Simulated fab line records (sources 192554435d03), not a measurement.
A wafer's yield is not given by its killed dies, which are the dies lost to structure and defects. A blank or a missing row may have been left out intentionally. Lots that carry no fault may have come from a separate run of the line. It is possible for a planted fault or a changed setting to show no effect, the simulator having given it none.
The tool behind it: which one? || flow n5 finfet || Sampling: 9 lots, 27 wafers, 6 of 1938 route steps

== WHAT THE GAUGES READ, wafer by wafer ==
N5_HKMG_FIN_CD_MEAS_49 targets a cd of 202 nm.
{"lot": "L149", "measured": "day 4 11:39", "on": "cd sem-02", "cd nm (nm)": "203.1 202.2 202.6"}
{"lot": "L152", "measured": "day 5 07:37", "on": "cd sem-02", "cd nm (nm)": "201.2 201.2 201.1"}
{"lot": "L153", "measured": "day 5 12:57", "on": "cd sem-01", "cd nm (nm)": "203.6 203.0 202.9"}
{"lot": "L154", "measured": "day 5 18:58", "on": "cd sem-02", "cd nm (nm)": "202.4 202.4 201.9"}
{"lot": "L158", "measured": "day 7 05:02", "on": "cd sem-03", "cd nm (nm)": "203.0 202.3 202.4"}
{"lot": "L162", "measured": "day 7 19:55", "on": "cd sem-03", "cd nm (nm)": "201.9 202.6 202.4"}
{"lot": "L163", "measured": "day 7 22:38", "on": "cd sem-03", "cd nm (nm)": "201.4 201.2 200.6"}
{"lot": "L167", "measured": "day 9 00:20", "on": "cd sem-02", "cd nm (nm)": "202.4 202.0 203.2"}
{"lot": "L170", "measured": "day 9 20:16", "on": "cd sem-03", "cd nm (nm)": "203.9 203.4 203.3"}

N5_HKMG_FIN_THK_MEAS_70: measures by xrf.
{"lot": "L149", "measured": "day 4 14:20", "on": "film metro-01", "HK_THK (nm)": "1.616 1.602 1.613"}
{"lot": "L152", "measured": "day 5 10:28", "on": "film metro-02", "HK_THK (nm)": "1.627 1.624 1.583"}
{"lot": "L153", "measured": "day 5 15:37", "on": "film metro-02", "HK_THK (nm)": "1.580 1.601 1.622"}
{"lot": "L154", "measured": "day 5 21:44", "on": "film metro-02", "HK_THK (nm)": "1.590 1.591 1.571"}
{"lot": "L158", "measured": "day 7 07:37", "on": "film metro-01", "HK_THK (nm)": "1.258 1.274 1.258"}
{"lot": "L162", "measured": "day 7 22:25", "on": "film metro-02", "HK_THK (nm)": "1.254 1.251 1.243"}
{"lot": "L163", "measured": "day 8 01:27", "on": "film metro-01", "HK_THK (nm)": "1.603 1.612 1.609"}
{"lot": "L167", "measured": "day 9 02:53", "on": "film metro-01", "HK_THK (nm)": "1.622 1.608 1.625"}
{"lot": "L170", "measured": "day 10 00:27", "on": "film metro-02", "HK_THK (nm)": "1.607 1.611 1.587"}

N5_BEOL_M4_RC_MEAS_101.
{"lot": "L149", "measured": "day 8 18:32", "on": "prober-01", "DIBL_N (mV/V)": "36.6 36.1 38.4", "DIBL_P (mV/V)": "33.7 33.6 36.9", "IOFF_N (nA/um)": "0.13 0.13 0.17", "IOFF_P (nA/um)": "0.17 0.18 0.22", "ION_N (uA/um)": "661 668 687", "ION_P (uA/um)": "458 455 471", "SS_N (mV/dec)": "71.9 70.7 72.0", "SS_P (mV/dec)": "72.1 72.0 73.1", "VT_N (mV)": "251 251 245", "VT_P (mV)": "-253.6 -250.0 -247.1"}
{"lot": "L152", "measured": "day 9 02:56", "on": "prober-01", "DIBL_N (mV/V)": "32.9 36.0 31.2", "DIBL_P (mV/V)": "33.3 36.4 31.0", "IOFF_N (nA/um)": "0.11 0.15 0.10", "IOFF_P (nA/um)": "0.17 0.21 0.14", "ION_N (uA/um)": "671 682 672", "ION_P (uA/um)": "465 468 465", "SS_N (mV/dec)": "70.6 70.7 69.7", "SS_P (mV/dec)": "72.2 73.5 72.0", "VT_N (mV)": "253 249 257", "VT_P (mV)": "-255.8 -247.8 -254.7"}
{"lot": "L153", "measured": "day 9 09:58", "on": "prober-02", "DIBL_N (mV/V)": "37.3 36.1 35.4", "DIBL_P (mV/V)": "35.9 35.1 33.9", "IOFF_N (nA/um)": "0.20 0.18 0.17", "IOFF_P (nA/um)": "0.24 0.24 0.21", "ION_N (uA/um)": "665 679 689", "ION_P (uA/um)": "450 467 470", "SS_N (mV/dec)": "71.8 71.3 71.3", "SS_P (mV/dec)": "73.2 73.1 73.8", "VT_N (mV)": "244 249 246", "VT_P (mV)": "-250.3 -250.9 -248.8"}
{"lot": "L154", "measured": "day 10 07:19", "on": "prober-01", "DIBL_N (mV/V)": "36.5 38.1 37.2", "DIBL_P (mV/V)": "35.9 39.1 37.3", "IOFF_N (nA/um)": "0.14 0.18 0.16", "IOFF_P (nA/um)": "0.19 0.24 0.21", "ION_N (uA/um)": "661 683 671", "ION_P (uA/um)": "453 469 459", "SS_N (mV/dec)": "72.5 72.6 72.4", "SS_P (mV/dec)": "72.6 73.7 73.2", "VT_N (mV)": "251 249 249", "VT_P (mV)": "-252.4 -247.1 -249.2"}
{"lot": "L158", "measured": "day 11 20:26", "on": "prober-02", "DIBL_N (mV/V)": "36.6 37.1 34.2", "DIBL_P (mV/V)": "37.2 38.2 34.3", "IOFF_N (nA/um)": "0.17 0.18 0.12", "IOFF_P (nA/um)": "0.23 0.26 0.18", "ION_N (uA/um)": "676 684 663", "ION_P (uA/um)": "463 472 460", "SS_N (mV/dec)": "71.1 71.7 70.6", "SS_P (mV/dec)": "73.9 74.3 72.4", "VT_N (mV)": "250 246 255", "VT_P (mV)": "-246.2 -246.0 -249.6"}
{"lot": "L162", "measured": "day 11 23:17", "on": "prober-01", "DIBL_N (mV/V)": "35.6 36.9 33.8", "DIBL_P (mV/V)": "38.7 39.1 34.8", "IOFF_N (nA/um)": "0.16 0.17 0.12", "IOFF_P (nA/um)": "0.20 0.21 0.15", "ION_N (uA/um)": "675 672 659", "ION_P (uA/um)": "459 456 451", "SS_N (mV/dec)": "71.5 71.8 71.3", "SS_P (mV/dec)": "74.3 74.2 72.7", "VT_N (mV)": "250 250 255", "VT_P (mV)": "-251.6 -252.3 -258.8"}
{"lot": "L163", "measured": "day 11 22:42", "on": "prober-02", "DIBL_N (mV/V)": "37.0 37.3 39.1", "DIBL_P (mV/V)": "35.9 34.9 38.0", "IOFF_N (nA/um)": "0.15 0.14 0.19", "IOFF_P (nA/um)": "0.20 0.19 0.25", "ION_N (uA/um)": "671 645 681", "ION_P (uA/um)": "459 444 464", "SS_N (mV/dec)": "72.1 71.8 71.4", "SS_P (mV/dec)": "73.0 72.9 73.8", "VT_N (mV)": "251 253 249", "VT_P (mV)": "-251.3 -251.0 -246.2"}
{"lot": "L167", "measured": "day 13 10:04", "on": "prober-02", "DIBL_N (mV/V)": "36.7 38.1 38.2", "DIBL_P (mV/V)": "36.8 38.8 38.9", "IOFF_N (nA/um)": "0.15 0.17 0.17", "IOFF_P (nA/um)": "0.20 0.22 0.23", "ION_N (uA/um)": "670 671 678", "ION_P (uA/um)": "454 458 458", "SS_N (mV/dec)": "71.4 71.5 72.2", "SS_P (mV/dec)": "73.5 73.9 73.0", "VT_N (mV)": "253 248 249", "VT_P (mV)": "-255.1 -251.8 -251.8"}
{"lot": "L170", "measured": "day 14 20:04", "on": "prober-01", "DIBL_N (mV/V)": "38.1 39.1 38.8", "DIBL_P (mV/V)": "40.2 40.6 41.3", "IOFF_N (nA/um)": "0.19 0.22 0.21", "IOFF_P (nA/um)": "0.21 0.23 0.23", "ION_N (uA/um)": "671 682 675", "ION_P (uA/um)": "457 457 456", "SS_N (mV/dec)": "71.6 72.8 72.4", "SS_P (mV/dec)": "75.2 74.2 74.7", "VT_N (mV)": "249 246 248", "VT_P (mV)": "-250.8 -251.5 -248.9"}

== WHICH TOOL RAN EACH LOT (tool, then ch and the chambers of the sampled wafers, then the start) ==
{"lot": "L149", "N5_HKMG_FIN_HK_ALD_01": "ald hk-03 ch 0,1, day 4 10:43", "N5_HKMG_FIN_STRIP_93": "rie diel-05 ch 0,1,2, day 4 12:38", "N5_HKMG_FIN_ALD_36": "ald metal-01 ch 0,1,3, day 4 14:04"}
{"lot": "L152", "N5_HKMG_FIN_HK_ALD_01": "ald hk-01 ch 1,2,3, day 5 06:25", "N5_HKMG_FIN_STRIP_93": "rie diel-01 ch 0,2,3, day 5 08:26", "N5_HKMG_FIN_ALD_36": "ald metal-04 ch 0,1,3, day 5 10:11"}
{"lot": "L153", "N5_HKMG_FIN_HK_ALD_01": "ald hk-02 ch 0,1,2, day 5 11:42", "N5_HKMG_FIN_STRIP_93": "rie diel-01 ch 2,3, day 5 13:47", "N5_HKMG_FIN_ALD_36": "ald metal-01 ch 1,2, day 5 15:20"}
{"lot": "L154", "N5_HKMG_FIN_HK_ALD_01": "ald hk-01 ch 0,3, day 5 17:50", "N5_HKMG_FIN_STRIP_93": "rie diel-05 ch 1,3, day 5 19:47", "N5_HKMG_FIN_ALD_36": "ald metal-04 ch 0,2,3, day 5 21:28"}
{"lot": "L158", "N5_HKMG_FIN_HK_ALD_01": "ald hk-01 ch 0,1,3, day 7 03:51", "N5_HKMG_FIN_STRIP_93": "rie diel-01 ch 1,2, day 7 05:50", "N5_HKMG_FIN_ALD_36": "ald metal-04 ch 0,3, day 7 07:20"}
{"lot": "L162", "N5_HKMG_FIN_HK_ALD_01": "ald hk-01 ch 1,2,3, day 7 18:49", "N5_HKMG_FIN_STRIP_93": "rie diel-05 ch 1,2,3, day 7 20:44", "N5_HKMG_FIN_ALD_36": "ald metal-03 ch 0,1,3, day 7 22:08"}
{"lot": "L163", "N5_HKMG_FIN_HK_ALD_01": "ald hk-02 ch 1,2,3, day 7 21:41", "N5_HKMG_FIN_STRIP_93": "rie diel-01 ch 1,2,3, day 7 23:36", "N5_HKMG_FIN_ALD_36": "ald metal-01 ch 0,1,2, day 8 01:10"}
{"lot": "L167", "N5_HKMG_FIN_HK_ALD_01": "ald hk-03 ch 2,3, day 8 23:21", "N5_HKMG_FIN_STRIP_93": "rie diel-05 ch 1,2,3, day 9 01:08", "N5_HKMG_FIN_ALD_36": "ald metal-01 ch 0,3, day 9 02:36"}
{"lot": "L170", "N5_HKMG_FIN_HK_ALD_01": "ald hk-03 ch 0,1, day 9 17:26", "N5_HKMG_FIN_STRIP_93": "rie diel-01 ch 0,2, day 9 22:38", "N5_HKMG_FIN_ALD_36": "ald metal-04 ch 0,1, day 10 00:10"}
- N5_HKMG_FIN_HK_ALD_01: deposits HfO2, target thk 1.6 nm, pulse time 3 s, purge time 3 s.
- N5_HKMG_FIN_STRIP_93: strips SOC in N2/H2, time 20 s.
- N5_HKMG_FIN_ALD_36: deposits TiN, target thk 1 nm, pulse time 1 s, purge time 3 s.

== AS READ BY THE TOOLS THEMSELVES (means over the sampled wafers that have a number; for cases with no such wafer, the mark the record gives instead) ==
N5_HKMG_FIN_HK_ALD_01.
{"lot": "L149", "tool": "ald hk-03", "precursor pulse height rel": 0.975}
{"lot": "L152", "tool": "ald hk-01", "precursor pulse height rel": 1.001}
{"lot": "L153", "tool": "ald hk-02", "precursor pulse height rel": 0.993}
{"lot": "L154", "tool": "ald hk-01", "precursor pulse height rel": 0.994}
{"lot": "L158", "tool": "ald hk-01", "precursor pulse height rel": 1.014}
{"lot": "L162", "tool": "ald hk-01", "precursor pulse height rel": 1.007}
{"lot": "L163", "tool": "ald hk-02", "precursor pulse height rel": 1.017}
{"lot": "L167", "tool": "ald hk-03", "precursor pulse height rel": 1.005}
{"lot": "L170", "tool": "ald hk-03", "precursor pulse height rel": 1.020}

N5_HKMG_FIN_STRIP_93.
{"lot": "L149", "tool": "rie diel-05", "drypump motor current A (A)": 5.6, "oes product au (a.u.)": 0.80, "rf vpp V (V)": 54.0, "showerhead plenum p Torr (Torr)": 3.39, "temp c (C)": 39.94, "throttle valve pct (%)": 19.09}
{"lot": "L152", "tool": "rie diel-01", "drypump motor current A (A)": 6.3, "oes product au (a.u.)": 0.73, "rf vpp V (V)": 54.1, "showerhead plenum p Torr (Torr)": 3.34, "temp c (C)": 40.06, "throttle valve pct (%)": 19.08}
{"lot": "L153", "tool": "rie diel-01", "drypump motor current A (A)": 6.2, "oes product au (a.u.)": 0.73, "rf vpp V (V)": 53.8, "showerhead plenum p Torr (Torr)": 3.42, "temp c (C)": 40.07, "throttle valve pct (%)": 18.81}
{"lot": "L154", "tool": "rie diel-05", "drypump motor current A (A)": 6.2, "oes product au (a.u.)": 0.84, "rf vpp V (V)": 54.7, "showerhead plenum p Torr (Torr)": 3.27, "temp c (C)": 39.92, "throttle valve pct (%)": 19.30}
{"lot": "L158", "tool": "rie diel-01", "drypump motor current A (A)": 5.8, "oes product au (a.u.)": 0.76, "rf vpp V (V)": 53.8, "showerhead plenum p Torr (Torr)": 3.36, "temp c (C)": 40.11, "throttle valve pct (%)": 18.98}
{"lot": "L162", "tool": "rie diel-05", "drypump motor current A (A)": 6.1, "oes product au (a.u.)": 0.79, "rf vpp V (V)": 52.9, "showerhead plenum p Torr (Torr)": 3.28, "temp c (C)": 40.05, "throttle valve pct (%)": 19.17}
{"lot": "L163", "tool": "rie diel-01", "drypump motor current A (A)": 6.0, "oes product au (a.u.)": 0.73, "rf vpp V (V)": 54.9, "showerhead plenum p Torr (Torr)": 3.38, "temp c (C)": 39.99, "throttle valve pct (%)": 18.91}
{"lot": "L167", "tool": "rie diel-05", "drypump motor current A (A)": 6.1, "oes product au (a.u.)": 0.78, "rf vpp V (V)": 53.3, "showerhead plenum p Torr (Torr)": 3.28, "temp c (C)": 40.06, "throttle valve pct (%)": 19.17}
{"lot": "L170", "tool": "rie diel-01", "drypump motor current A (A)": 6.4, "oes product au (a.u.)": 0.89, "rf vpp V (V)": 54.7, "showerhead plenum p Torr (Torr)": 3.50, "temp c (C)": 40.02, "throttle valve pct (%)": 19.18}

N5_HKMG_FIN_ALD_36.
{"lot": "L149", "tool": "ald metal-01", "heater power w (W)": 862, "precursor pulse height rel": 0.996}
{"lot": "L152", "tool": "ald metal-04", "heater power w (W)": 883, "precursor pulse height rel": 1.016}
{"lot": "L153", "tool": "ald metal-01", "heater power w (W)": 819, "precursor pulse height rel": 1.016}
{"lot": "L154", "tool": "ald metal-04", "heater power w (W)": 909, "precursor pulse height rel": 0.992}
{"lot": "L158", "tool": "ald metal-04", "heater power w (W)": 942, "precursor pulse height rel": 0.996}
{"lot": "L162", "tool": "ald metal-03", "heater power w (W)": 889, "precursor pulse height rel": 1.012}
{"lot": "L163", "tool": "ald metal-01", "heater power w (W)": 744, "precursor pulse height rel": 0.994}
{"lot": "L167", "tool": "ald metal-01", "heater power w (W)": 803, "precursor pulse height rel": 0.972}
{"lot": "L170", "tool": "ald metal-04", "heater power w (W)": 860, "precursor pulse height rel": 0.991}

== THE ANSWER, worked out from the rows above alone ==
Rule: usual is defined by the lots themselves. Put in order of their means at a reading, lots are off if they are a third of the lots or fewer, leave a main group of 4 or more, and stand apart from it by a gap of 3 or more times the standard deviation of the main group's means; of several such gaps the widest counts. Not used: any main group whose means are identical at the precision the tables above print for the reading. Also off: a lot with no number at a reading for which 4 or more lots have one. Any other lot the step has rows for is counted as sound. Order of review: gauges by route order, followed by the tools' own readings, for which a lot's mean as printed above is used. At the first step where some lot is off, the reading lying furthest off is the one used; lots without a number count as furthest.
Off: L158, L162, seen at N5_HKMG_FIN_THK_MEAS_70 (HK_THK). The main group has a mean of 1.605 nm with a standard deviation of 0.01.
If a tool, at a process step before that reading, ran all the lots that are off and no sound lot after the first of them, it fits. Gauges at N5_HKMG_FIN_THK_MEAS_70: tried the same way as those tools. One candidate fits, namely ald hk-01 at N5_HKMG_FIN_HK_ALD_01. A fault onset in the window from L154 (day 5 17:50, its last sound lot) to L158 (day 7 03:51, its first lot off) fits.

== WHAT THE SIMULATOR HAD INSERTED ==
Site profile drift: ald hk-01, from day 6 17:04 on, at N5_HKMG_FIN_HK_ALD_01. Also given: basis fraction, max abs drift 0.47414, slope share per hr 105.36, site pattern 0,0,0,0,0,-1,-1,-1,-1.
Struck lots among those shown: L158, L162. This agrees with what the rule above found.
